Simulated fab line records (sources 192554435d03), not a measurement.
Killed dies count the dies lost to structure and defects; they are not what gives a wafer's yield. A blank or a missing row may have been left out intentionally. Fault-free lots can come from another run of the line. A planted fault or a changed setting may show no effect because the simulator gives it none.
Matching of chambers ; flow n5_finfet ; N5_BEOL_M2_ETCH_77 on rie_diel-03 has 4 sister chambers
The step etches underlayer in N2/H2, target depth 6.5 nm, time 5.2 s. 4 wafers are shown with their chamber, then 9 later ones without.

== EACH WAFER AND ITS CHAMBER ==
wafer;chamber;showerhead_plenum_p_Torr (Torr)
L084.6;3;2.52
L089.1;0;2.68
L089.2;2;2.49
L089.4;1;2.59

== WAFERS WHOSE CHAMBER IS MISSING ==
wafer;showerhead_plenum_p_Torr (Torr)
L091.1;2.68
L091.2;2.59
L091.3;2.52
L093.2;2.49
L093.3;2.52
L093.4;2.59
L094.4;2.68
L094.5;2.67
L094.6;2.52

== WHICH CHAMBER EACH WENT THROUGH ==
wafer;from the rows above;in truth
L091.1;0;0
L091.2;1;1
L091.3;3;3
L093.2;2;2
L093.3;3;3
L093.4;1;1
L094.4;0;0
L094.5;0;0
L094.6;3;3
Placed correctly: 9 of 9. From these rows, 0 cannot be placed. 0 placed wrongly.
How it was worked out, from the rows above alone: a wafer's distance from a chamber is the root of the sum, over the readings, of the square of ((its reading less the chamber's mean) divided by the reading's scatter). If the next closest chamber is less than 2 further off than the closest, the wafer can't be placed; otherwise it belongs to the closest. Each chamber's mean is taken over the wafers shown for it. The scatter: root of mean squared gap, hidden wafer to nearest shown wafer, with one shown wafer a chamber.
